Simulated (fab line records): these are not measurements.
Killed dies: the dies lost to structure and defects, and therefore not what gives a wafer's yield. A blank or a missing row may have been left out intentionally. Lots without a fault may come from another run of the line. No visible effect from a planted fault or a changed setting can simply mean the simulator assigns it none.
fab line records	flow n5_finfet
record lots=7	wafers=21	last_day=18
route steps=1938 shown BEOL_M7@1272
lots that met no fault: taken from a fault-free run of the same line
start_h: start of the lot's first displayed wafer, in hours after the record's first day	wait_h: hours elapsed since this lot's preceding step	" the same as in the row above	L1.1+2: a row that stands for several wafers	- no value, or no start was given	* or withheld: withheld	< > ~ a bound
route shown NAME@n: a module of which the file shows steps, and the number in the route of the first	usual: average and standard deviation across the fault-free wafers	same: alike in all rows	chamber/n: place in a boat	sites: the reading at each site	_std_site: the values' standard deviation	_edge_site: mean of outer sites minus mean of inner sites	radius_mm: how far each site lies from the wafer's centre	mask NAME#n: copy n	behind: the last tool/chamber to shape the wafer	hold: cause of the lot's hold/its duration in hours/its outcome	device: transistor that didn't switch, given as n, p or np	end of line: the route-end tests of the same wafers	a step with no rows: only its recipe	killed: the dies lost at the first sort to structure and to defects; this is not the yield of the wafer	map: a wafer's dies, marking killed ones x, the rest . and places with no die _
set.NAME: the setting the step ran with; set.NAME@STEP: the setting that earlier step ran with	model.NAME: the simulator's own value behind a step, which no gauge read
a table for each step, a row for each wafer; lots at some steps of the route
services: from which hour (start_h, from the record's first day; less than 0 if before it) a tool's chamber was out of use, for how many hours, and why
## steps
# step N5_BEOL_M7_SOFTBAKE_06
# recipe temp_c=110	time_s=60	resist=CAR-ArF
# step N5_BEOL_M7_EXPOSE_08
# recipe mask_id=M7	na=1.35	source_shape=dipole	sigma_inner=0.817	sigma_outer=0.97	polarization=te	dose_mj=68.25
# step N5_BEOL_M7_PEB_09
# recipe peb_temp_c=withheld	peb_time_s=60	resist=CAR-ArF
# step N5_BEOL_M7_DEVELOP_10
# recipe develop_time_s=30	developer=TMAH	resist=CAR-ArF	rinse_liquid=diw	dry=air_spin	dev_temp_c=23
# step N5_BEOL_M7_CD_MEAS_11
# recipe target_cd_nm=38.5	landing_energy_ev=500	detector=se_inlens	polarity=opening
# usual cd_nm=38.3/0.53
lot.wafer	tool	chamber	start_h	wait_h	cd_nm
L104.2	cd_sem-02	0	215.95	-	38.3
L104.3	"	0	"	"	38.2
L104.6	"	0	"	"	38.5
L109.2	cd_sem-01	0	253.12	-	37.8
L109.4	"	0	"	"	38.9
L109.5	"	0	"	"	38.3
L113.1	cd_sem-03	0	268.58	-	38.1
L113.5	"	0	"	"	37.8
L113.6	"	0	"	"	38.2
L114.1	cd_sem-01	0	273.23	-	38.1
L114.5	"	0	"	"	39.1
L114.6	"	0	"	"	38.9
L115.2	cd_sem-02	0	279.99	-	38.3
L115.5	"	0	"	"	38.1
L115.6	"	0	"	"	38.6
L122.1	cd_sem-03	0	322.85	-	37.9
L122.4	"	0	"	"	37.8
L122.6	"	0	"	"	37.4
L121.1	cd_sem-01	0	345.75	-	38.2
L121.2	"	0	"	"	39.0
L121.6	"	0	"	"	38.1
# step N5_BEOL_M7_OVL_MEAS_12
# recipe points_per_wafer=44
# usual M7_OVL=0.1/0.73
lot.wafer	tool	chamber	start_h	wait_h	M7_OVL[nm]
L104.2	overlay-02	0	215.98	0.0	1.9
L104.3	"	0	"	"	0.5
L104.6	"	0	"	"	1.5
L109.2	overlay-01	0	253.14	0.0	0.0
L109.4	"	0	"	"	-0.4
L109.5	"	0	"	"	0.0
L113.1	overlay-02	0	268.61	0.0	0.0
L113.5	"	0	"	"	0.5
L113.6	"	0	"	"	-0.1
L114.1	overlay-02	0	273.26	0.0	0.4
L114.5	"	0	"	"	0.7
L114.6	"	0	"	"	0.2
L115.2	overlay-01	0	280.02	0.0	-0.8
L115.5	"	0	"	"	0.0
L115.6	"	0	"	"	0.3
L122.1	overlay-01	0	322.88	0.0	1.1
L122.4	"	0	"	"	0.5
L122.6	"	0	"	"	0.8
L121.1	overlay-02	0	345.78	0.0	-0.4
L121.2	"	0	"	"	0.6
L121.6	"	0	"	"	0.6
# step N5_BEOL_M7_INSPECT_13
# recipe mode=adi	inspect_instrument=brightfield
# usual raw_defect_count=408/87
lot.wafer	tool	chamber	start_h	wait_h	raw_defect_count
L104.2	defect_inspect-01	-	216.00	0.0	415
L104.3	"	-	"	"	490
L104.6	"	-	"	"	521
L109.2	defect_inspect-02	-	253.17	0.0	557
L109.4	"	-	"	"	506
L109.5	"	-	"	"	421
L113.1	defect_inspect-02	-	268.64	0.0	406
L113.5	"	-	"	"	506
L113.6	"	-	"	"	441
L114.1	defect_inspect-02	-	273.28	0.0	510
L114.5	"	-	"	"	400
L114.6	"	-	"	"	470
L115.2	defect_inspect-02	-	280.05	0.0	429
L115.5	"	-	"	"	548
L115.6	"	-	"	"	516
L122.1	defect_inspect-01	-	322.90	0.0	486
L122.4	"	-	"	"	321
L122.6	"	-	"	"	367
L121.1	defect_inspect-01	-	345.80	0.0	271
L121.2	"	-	"	"	419
L121.6	"	-	"	"	425
# step N5_BEOL_M7_DESCUM_16
# recipe chemistry=O2	time_s=7.9	source_power_w=50	bias_power_w=20	pressure_mtorr=20	rf_frequency_hz=2.712e+07	temp_c=40	resist=CAR-ArF	o2_flow_sccm=225
# usual drypump_motor_current_A=5.6/0.34	oes_product_au=0.79/0.08	rf_vpp_V=243.0/1.3	showerhead_plenum_p_Torr=2.09/0.049	throttle_valve_pct=20.46/0.27
lot.wafer	tool	chamber	start_h	wait_h	drypump_motor_current_A	oes_product_au	rf_hours_counter_h	rf_vpp_V	showerhead_plenum_p_Torr	throttle_valve_pct
L104.2	rie_diel-06	3	216.07	0.1	5.5	0.75	193	241.5	2.01	20.87
L104.3	"	1	"	"	5.3	0.77	151	244.0	2.10	20.57
L104.6	"	2	"	"	6.0	0.84	-	242.3	2.05	20.51
L109.2	rie_diel-02	3	253.57	0.4	5.2	0.80	99	244.3	2.11	20.10
L109.4	"	2	"	"	5.5	0.68	222	242.4	2.06	20.29
L109.5	"	3	"	"	5.2	0.80	-	242.8	2.11	20.11
L113.1	rie_diel-06	2	269.46	0.8	6.0	0.81	81	243.0	2.04	20.54
L113.5	"	3	"	"	5.5	0.73	-	239.8	2.01	20.91
L113.6	"	2	"	"	6.0	0.81	-	243.0	2.04	20.54
L114.1	rie_diel-02	1	273.48	0.2	6.1	0.85	72	243.4	2.14	20.95
L114.5	"	0	"	"	5.5	0.89	-	244.4	2.13	20.59
L114.6	"	3	"	"	5.2	0.80	-	242.8	2.11	20.13
L115.2	rie_diel-06	1	280.11	0.1	5.3	0.74	173	241.5	2.09	20.62
L115.5	"	1	"	"	5.3	0.75	-	243.8	2.09	20.60
L115.6	"	2	"	"	5.9	0.81	-	240.4	2.04	20.53
L122.1	rie_diel-02	1	322.99	0.1	6.1	0.83	87	242.6	2.13	20.97
L122.4	"	0	"	"	5.5	0.86	56	242.9	2.13	20.62
L122.6	"	3	"	"	5.1	0.78	-	244.9	2.10	20.13
L121.1	rie_diel-04	0	345.93	0.1	5.9	1.01	4	242.9	2.04	19.91
L121.2	"	2	"	"	6.1	0.69	210	245.0	2.16	20.41
L121.6	"	1	"	"	5.8	0.76	-	241.6	2.02	20.42
# step N5_BEOL_M7_ETCH_61
# recipe chemistry=CF4	target=SiARC	target_depth_a=455	mask_material=CAR-ArF	time_s=75.8	ion_energy_ev=80	pressure_mtorr=40	source_w=545	bias_w=36	Ar_flow_sccm=100	cf4_flow_sccm=100	ends=cleared
# usual drypump_motor_current_A=5.6/0.34	etch_rf_on_time_s=75.7/1.5	oes_product_au=0.67/0.068	rf_vpp_V=184.0/1.1	showerhead_plenum_p_Torr=2.13/0.052	throttle_valve_pct=15.59/0.2
lot.wafer	tool	chamber	start_h	wait_h	drypump_motor_current_A	etch_rf_on_time_s	oes_product_au	rf_hours_counter_h	rf_vpp_V	showerhead_plenum_p_Torr	throttle_valve_pct
L104.2	rie_diel-06	3	216.10	0.0	5.5	76.2	0.63	193	182.2	2.04	15.87
L104.3	"	1	"	"	5.4	75.8	0.65	151	183.4	2.13	15.71
L104.6	"	2	"	"	6.0	77.2	0.70	-	183.3	2.09	15.61
L109.2	rie_diel-02	3	253.61	0.0	5.2	74.5	0.68	99	184.8	2.15	15.30
L109.4	"	2	"	"	5.5	75.9	0.59	222	184.6	2.11	15.51
L109.5	"	3	"	"	5.2	73.8	0.69	-	186.1	2.15	15.31
L113.1	rie_diel-06	2	269.50	0.0	6.0	76.5	0.69	81	181.6	2.09	15.64
L113.5	"	3	"	"	5.5	75.5	0.61	-	183.5	2.04	15.90
L113.6	"	2	"	"	6.0	76.4	0.69	-	184.5	2.09	15.63
L114.1	rie_diel-02	1	273.52	0.0	6.1	75.9	0.72	72	184.6	2.16	15.83
L114.5	"	0	"	"	5.5	74.6	0.75	-	184.5	2.17	15.64
L114.6	"	3	"	"	5.2	73.1	0.69	-	184.1	2.15	15.33
L115.2	rie_diel-06	1	280.14	0.0	5.3	75.2	0.64	173	184.1	2.13	15.75
L115.5	"	1	"	"	5.3	75.0	0.65	-	186.0	2.13	15.76
L115.6	"	2	"	"	6.0	76.1	0.68	-	183.4	2.08	15.65
L122.1	rie_diel-02	1	323.03	0.0	6.1	76.2	0.70	87	184.3	2.15	15.86
L122.4	"	0	"	"	5.5	75.3	0.72	56	183.3	2.16	15.67
L122.6	"	3	"	"	5.1	73.2	0.67	-	184.1	2.15	15.36
L121.1	rie_diel-04	0	345.96	0.0	5.9	75.1	0.84	4	184.1	2.11	15.19
L121.2	"	2	"	"	6.1	77.3	0.59	210	185.1	2.21	15.57
L121.6	"	1	"	"	5.8	78.5	0.64	-	182.2	2.06	15.47
# step N5_BEOL_M7_ETCH_62
# recipe chemistry=N2/H2	target=SOC	target_depth_a=1100	overetch_a=220	mask_material=SiARC	temp_c=40	time_s=165	ion_energy_ev=200	pressure_mtorr=30	source_w=840	bias_w=150	n2_flow_sccm=200	h2_flow_sccm=200
# usual drypump_motor_current_A=5.6/0.34	oes_product_au=0.67/0.064	rf_vpp_V=523.7/2.1	showerhead_plenum_p_Torr=2.54/0.066	throttle_valve_pct=17.88/0.23
lot.wafer	tool	chamber	start_h	wait_h	drypump_motor_current_A	oes_product_au	rf_hours_counter_h	rf_vpp_V	showerhead_plenum_p_Torr	throttle_valve_pct
L104.2	rie_diel-06	3	216.16	0.0	5.6	0.62	193	520.1	2.43	18.21
L104.3	"	1	"	"	5.3	0.64	151	524.6	2.54	17.95
L104.6	"	2	"	"	6.0	0.71	-	523.5	2.48	17.79
L109.2	rie_diel-02	3	253.66	0.0	5.2	0.67	99	524.4	2.59	17.64
L109.4	"	2	"	"	5.5	0.59	222	524.7	2.54	17.93
L109.5	"	3	"	"	5.2	0.68	-	525.1	2.59	17.63
L113.1	rie_diel-06	2	269.56	0.0	6.0	0.69	81	521.5	2.47	17.83
L113.5	"	3	"	"	5.5	0.62	-	518.4	2.43	18.24
L113.6	"	2	"	"	6.0	0.69	-	521.6	2.47	17.81
L114.1	rie_diel-02	1	273.57	0.0	6.1	0.72	72	525.1	2.58	18.21
L114.5	"	0	"	"	5.5	0.74	-	526.1	2.60	18.04
L114.6	"	3	"	"	5.2	0.67	-	524.3	2.58	17.66
L115.2	rie_diel-06	1	280.20	0.0	5.3	0.63	173	524.9	2.53	17.97
L115.5	"	1	"	"	5.4	0.64	-	522.8	2.53	17.99
L115.6	"	2	"	"	6.0	0.69	-	521.1	2.47	17.83
L122.1	rie_diel-02	1	323.08	0.0	6.1	0.70	87	525.2	2.58	18.23
L122.4	"	0	"	"	5.5	0.71	56	525.5	2.59	18.08
L122.6	"	3	"	"	5.2	0.65	-	523.9	2.58	17.68
L121.1	rie_diel-04	0	346.02	0.0	5.9	0.83	4	521.8	2.49	17.31
L121.2	"	2	"	"	6.1	0.59	210	528.3	2.61	17.76
L121.6	"	1	"	"	5.8	0.65	-	520.8	2.45	17.79
# step N5_BEOL_M7_STRIP_68
# recipe chemistry=N2/H2	temp_c=40	n2_flow_sccm=200	h2_flow_sccm=200	rf_frequency_hz=6e+07
# step N5_BEOL_M7_STRIP_67
# recipe chemistry=CF4	resist=SiARC	power_w=300	bias_power_w=75	pressure_mtorr=50	cf4_flow_sccm=150	rf_frequency_hz=6e+07
# usual drypump_motor_current_A=5.6/0.34	oes_product_au=0.79/0.075	rf_vpp_V=271.0/1.2	showerhead_plenum_p_Torr=1.79/0.041	throttle_valve_pct=13.57/0.2
lot.wafer	tool	chamber	start_h	wait_h	drypump_motor_current_A	oes_product_au	rf_hours_counter_h	rf_vpp_V	showerhead_plenum_p_Torr	throttle_valve_pct
L104.2	rie_diel-06	3	216.30	0.0	5.6	0.74	193	269.0	1.71	13.85
L104.3	"	1	"	"	5.3	0.78	151	271.0	1.79	13.71
L104.6	"	2	"	"	5.9	0.84	-	269.6	1.76	13.57
L109.2	rie_diel-02	3	253.81	0.0	5.2	0.79	99	270.4	1.81	13.30
L109.4	"	2	"	"	5.6	0.70	222	271.2	1.77	13.53
L109.5	"	3	"	"	5.2	0.80	-	270.9	1.81	13.33
L113.1	rie_diel-06	2	269.70	0.0	6.0	0.81	81	271.3	1.75	13.62
L113.5	"	3	"	"	5.5	0.73	-	268.9	1.71	13.88
L113.6	"	2	"	"	6.0	0.82	-	273.4	1.76	13.63
L114.1	rie_diel-02	1	273.72	0.0	6.1	0.85	72	273.0	1.80	13.73
L114.5	"	0	"	"	5.5	0.87	-	271.1	1.81	13.53
L114.6	"	3	"	"	5.2	0.80	-	272.2	1.80	13.33
L115.2	rie_diel-06	1	280.35	0.0	5.4	0.74	173	270.7	1.78	13.76
L115.5	"	1	"	"	5.4	0.75	-	271.5	1.78	13.76
L115.6	"	2	"	"	6.0	0.81	-	269.3	1.75	13.63
L122.1	rie_diel-02	1	323.23	0.0	6.1	0.83	87	270.7	1.80	13.75
L122.4	"	0	"	"	5.5	0.84	56	272.3	1.81	13.57
L122.6	"	3	"	"	5.2	0.77	-	272.5	1.80	13.36
L121.1	rie_diel-04	0	346.17	0.0	5.9	0.99	4	270.8	1.77	13.14
L121.2	"	2	"	"	6.1	0.69	210	272.3	1.85	13.56
L121.6	"	1	"	"	5.8	0.77	-	270.4	1.73	13.48
# step N5_BEOL_M7_HM_OPEN_17
# recipe chemistry=Cl2/BCl3	target_depth_a=200	overetch_a=60	target=TiN	mask_material=SOC	ion_energy_ev=150	pressure_mtorr=10	icp_w=1000	bias_w=126	Cl2_flow_sccm=53.25	bcl3_flow_sccm=21.75	Ar_flow_sccm=25
# usual bcl3_flow_sccm=21.75/0.069	bias_w=126.0/0.35	drypump_motor_current_A=6.0/0.38	oes_product_au=0.61/0.057	throttle_valve_pct=22.3/0.32
lot.wafer	tool	chamber	start_h	wait_h	bcl3_flow_sccm	bias_w	drypump_motor_current_A	oes_product_au	rf_hours_counter_h	throttle_valve_pct	model.SOC_of_BEOL_M7_COAT_59.thk_nm
L104.2	rie_metal-02	1	216.34	0.0	21.70	125.3	5.7	0.73	18	22.0	92.2
L104.3	"	0	"	"	21.71	126.3	6.5	0.60	-	21.8	92.2
L104.6	"	1	"	"	21.73	125.6	5.7	0.73	-	22.0	92
L109.2	rie_metal-03	0	253.85	0.0	21.80	126.4	6.6	0.60	70	22.5	91.6
L109.4	"	1	"	"	21.63	125.8	5.5	0.68	-	22.1	91.8
L109.5	"	0	"	"	21.69	126.5	6.6	0.60	-	22.5	91.6
L113.1	rie_metal-03	0	269.74	0.0	-	-	-	-	-	-	100
L113.5	"	0	"	"	-	-	-	-	-	-	99.6
L113.6	"	1	"	"	-	-	-	-	-	-	100
L114.1	rie_metal-02	0	273.76	0.0	-	-	-	-	-	-	100
L114.5	"	1	"	"	-	-	-	-	-	-	100
L114.6	"	0	"	"	-	-	-	-	-	-	99.8
L115.2	rie_metal-01	0	280.40	0.0	-	-	-	-	-	-	100.2
L115.5	"	0	"	"	-	-	-	-	-	-	100.2
L115.6	"	1	"	"	-	-	-	-	-	-	100
L122.1	rie_metal-01	0	323.27	0.0	21.70	125.3	5.8	0.54	113	22.8	92.6
L122.4	"	1	"	"	21.73	125.7	6.1	0.58	-	22.5	92.4
L122.6	"	1	"	"	21.76	125.7	6.0	0.57	-	22.5	92.2
L121.1	rie_metal-02	1	346.21	0.0	21.65	126.7	5.7	0.70	28	22.0	92.4
L121.2	"	0	"	"	21.82	125.8	6.5	0.60	83	21.8	92.2
L121.6	"	1	"	"	21.64	126.0	5.7	0.71	-	22.0	92.2
# step N5_BEOL_M7_STRIP_19
# recipe chemistry=O2	power_w=400	temp_c=40	pressure_mtorr=30	rf_frequency_hz=6e+07	bias_power_w=0	overash_fraction=0.2	o2_flow_sccm=225
# usual drypump_motor_current_A=5.6/0.35	oes_product_au=0.79/0.079	rf_vpp_V=3.7/0.63	showerhead_plenum_p_Torr=2.10/0.049	throttle_valve_pct=16.72/0.25
lot.wafer	tool	chamber	start_h	wait_h	drypump_motor_current_A	oes_product_au	rf_hours_counter_h	rf_vpp_V	showerhead_plenum_p_Torr	throttle_valve_pct
L104.2	rie_diel-02	1	216.46	0.1	6.1	0.86	53	3.4	2.15	17.05
L104.3	"	3	"	"	5.1	0.81	89	3.5	2.12	16.35
L104.6	"	1	"	"	6.1	0.88	-	3.6	2.15	17.04
L109.2	rie_diel-02	2	254.09	0.2	5.5	0.69	222	3.1	2.07	16.59
L109.4	"	3	"	"	5.2	0.79	99	3.2	2.11	16.37
L109.5	"	2	"	"	5.5	0.69	-	2.9	2.07	16.58
L113.1	rie_diel-06	2	269.85	0.1	6.0	0.81	81	3.7	2.05	16.75
L113.5	"	2	"	"	6.0	0.83	-	4.0	2.05	16.76
L113.6	"	1	"	"	5.3	0.76	-	4.3	2.10	16.87
L114.1	rie_diel-02	2	274.07	0.3	5.5	0.68	230	2.7	2.06	16.59
L114.5	"	2	"	"	5.5	0.68	-	4.7	2.06	16.60
L114.6	"	1	"	"	6.1	0.84	-	3.0	2.14	17.09
L115.2	rie_diel-02	0	280.52	0.1	5.5	0.89	41	3.6	2.14	16.79
L115.5	"	3	"	"	5.1	0.80	-	3.1	2.11	16.40
L115.6	"	0	"	"	5.5	0.88	-	3.9	2.14	16.79
L122.1	rie_diel-06	3	323.41	0.1	5.5	0.72	223	3.7	2.01	17.14
L122.4	"	2	"	"	6.0	0.79	97	4.2	2.04	16.78
L122.6	"	1	"	"	5.3	0.75	-	3.7	2.09	16.90
L121.1	rie_diel-06	2	346.55	0.3	6.0	0.79	104	4.0	2.04	16.79
L121.2	"	0	"	"	5.1	0.93	23	3.3	2.13	16.23
L121.6	"	0	"	"	5.1	0.94	-	4.7	2.13	16.23
# step N5_BEOL_M7_CD_MEAS_18
# recipe pitch_nm=80	target_cd_nm=40
# usual cd_nm=39.8/0.58
lot.wafer	tool	chamber	start_h	wait_h	cd_nm
L104.2	cd_sem-01	-	216.53	0.1	39.9
L104.3	"	-	"	"	40.0
L104.6	"	-	"	"	40.0
L109.2	cd_sem-02	-	254.17	0.1	39.0
L109.4	"	-	"	"	40.8
L109.5	"	-	"	"	39.4
L113.1	cd_sem-02	-	269.92	0.0	-
L113.5	"	-	"	"	-
L113.6	"	-	"	"	-
L114.1	cd_sem-02	-	274.14	0.0	-
L114.5	"	-	"	"	-
L114.6	"	-	"	"	-
L115.2	cd_sem-02	-	280.59	0.1	-
L115.5	"	-	"	"	-
L115.6	"	-	"	"	-
L122.1	cd_sem-01	-	323.48	0.0	39.1
L122.4	"	-	"	"	39.0
L122.6	"	-	"	"	39.1
L121.1	cd_sem-02	-	346.62	0.0	40.5
L121.2	"	-	"	"	40.9
L121.6	"	-	"	"	40.1
# step N5_BEOL_M7_COAT_63
# recipe resist=SOC	temp_c=250	time_s=60	spin_rpm=1500	resist_thk_nm=60
## services
tool	chamber	start_h	hours	kind
rie_diel-02	2	199.12	3.9	repair
rie_diel-06	-	201.04	0.4	repair
rie_diel-04	2	210.52	4.3	repair
rie_diel-04	0	233.13	1.3	repair
rie_diel-06	3	237.11	10.1	repair
rie_diel-06	0	256.68	-	clean
rie_diel-06	0	256.68	-	consumable_replace:focus_ring
rie_diel-06	0	256.68	16.4	scheduled_down
rie_diel-06	0	256.68	16.4	vent_cycle
rie_diel-02	2	262.89	2.0	repair
rie_diel-02	-	275.04	4.0	pm
rie_metal-03	-	279.12	1.4	pm
rie_metal-02	-	288.54	15.6	pm
rie_diel-02	2	291.71	6.1	repair
rie_diel-06	2	293.86	4.5	repair
rie_diel-06	3	298.24	2.1	repair
rie_diel-04	0	299.28	-	clean
rie_diel-04	0	299.28	-	consumable_replace:focus_ring
rie_diel-04	0	299.28	33.5	scheduled_down
rie_diel-04	0	299.28	33.5	vent_cycle
rie_metal-01	0	324.36	-	clean
rie_metal-02	0	334.12	12.0	repair
rie_metal-02	1	341.29	1.8	repair
rie_metal-02	-	342.83	0.8	repair
## key
first_sign step=N5_BEOL_M7_HM_OPEN_17	reading=tool_record	direction=missing
effect step=N5_BEOL_M7_CD_MEAS_18	reading=cd_nm	direction=missing
model_effect step=N5_BEOL_M7_HM_OPEN_17	value=SOC_of_BEOL_M7_COAT_59.thk_nm	without=92.24	struck=99.98
met_at N5_BEOL_M7_HM_OPEN_17
struck_wafers L113.1,L113.5,L113.6,L114.1,L114.5,L114.6,L115.2,L115.5,L115.6
later_rows_left_out L113.1,L113.5,L113.6,L114.1,L114.5,L114.6,L115.2,L115.5,L115.6
sort_left_out L113.1,L113.5,L113.6,L114.1,L114.5,L114.6,L115.2,L115.5,L115.6
onset_between 253.85 269.74
fault kind=skipped_step_whole	tool=rie_metal-01,rie_metal-02,rie_metal-03	chamber=-	onset_h=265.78	steps=N5_BEOL_M7_HM_OPEN_17	scope=struck_lots_only
# sort_left_out: the simulated sort isn't trusted on such a fault, so these wafers' sort isn't shown, and their yield isn't known
# later_rows_left_out: the simulator's readings of these wafers behind a module that went badly wrong aren't trusted and aren't shown, but for the sort
